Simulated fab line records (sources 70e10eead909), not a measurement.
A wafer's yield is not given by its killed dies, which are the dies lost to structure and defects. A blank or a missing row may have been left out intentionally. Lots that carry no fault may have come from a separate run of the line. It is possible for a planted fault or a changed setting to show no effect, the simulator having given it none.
Chamber matching -- flow nand harc -- ald hk-02 running NHARC_A_CHANNEL_FILL_D2_ALD_25: 4 sister chambers
The step deposits SiOx, target thk 60 nm, pulse time 10 s, ald cycles 600. 16 wafers are shown with their chamber, then 8 later ones without.

## WAFERS WITH THEIR CHAMBER
wafer,chamber,heater power w (W),precursor pulse height rel
L074.2,3,424,1.029
L074.3,2,507,1.007
L074.5,0,558,0.964
L079.1,1,428,1.007
L079.3,0,549,0.978
L079.6,3,432,0.999
L085.1,3,420,0.988
L085.3,0,557,0.957
L085.6,3,418,1.005
L087.3,3,429,0.983
L087.4,2,466,0.991
L087.6,0,554,0.992
L089.3,2,476,1.004
L089.4,3,421,1.017
L089.6,1,436,1.007
L092.4,3,435,1.004

SIGNATURES, as means of the wafers listed above
reading,chamber 0,chamber 1,chamber 2,chamber 3,scatter within a chamber
heater power w,554.50,432.00,483.00,425.57,10.2
precursor pulse height rel,0.97275,1.00700,1.00067,1.00357,0.0141
Rule: for a wafer and a chamber, the distance is found by dividing, reading by reading, the gap between the wafer's reading and the chamber's mean by the reading's scatter, squaring, summing and taking the root. The wafer belongs to the nearest chamber; if the next one is less than 2 further off, it can't be placed. The scatter: take each reading less its chamber's mean, square it, sum over the shown wafers, divide by the number of wafers less the number of chambers, and take the root.

## WAFERS WITHOUT THEIR CHAMBER
wafer,heater power w (W),precursor pulse height rel
L092.5,417,1.017
L092.6,555,0.990
L095.4,449,1.013
L095.5,570,1.028
L095.6,400,1.000
L096.2,445,1.007
L096.3,566,0.985
L096.6,451,1.014

## THE CHAMBER EACH PASSED THROUGH
wafer,from the rows above,in truth
L092.5,can't be placed: 3 or 1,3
L092.6,0,0
L095.4,can't be placed: 1 or 3 or 2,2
L095.5,0,0
L095.6,can't be placed: 3 or 1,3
L096.2,can't be placed: 1 or 3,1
L096.3,0,0
L096.6,can't be placed: 1 or 3 or 2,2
3 of 8 placed correctly. Not placeable from these rows: 5 (in 5, the candidates include the true chamber). Placed wrongly: 0.
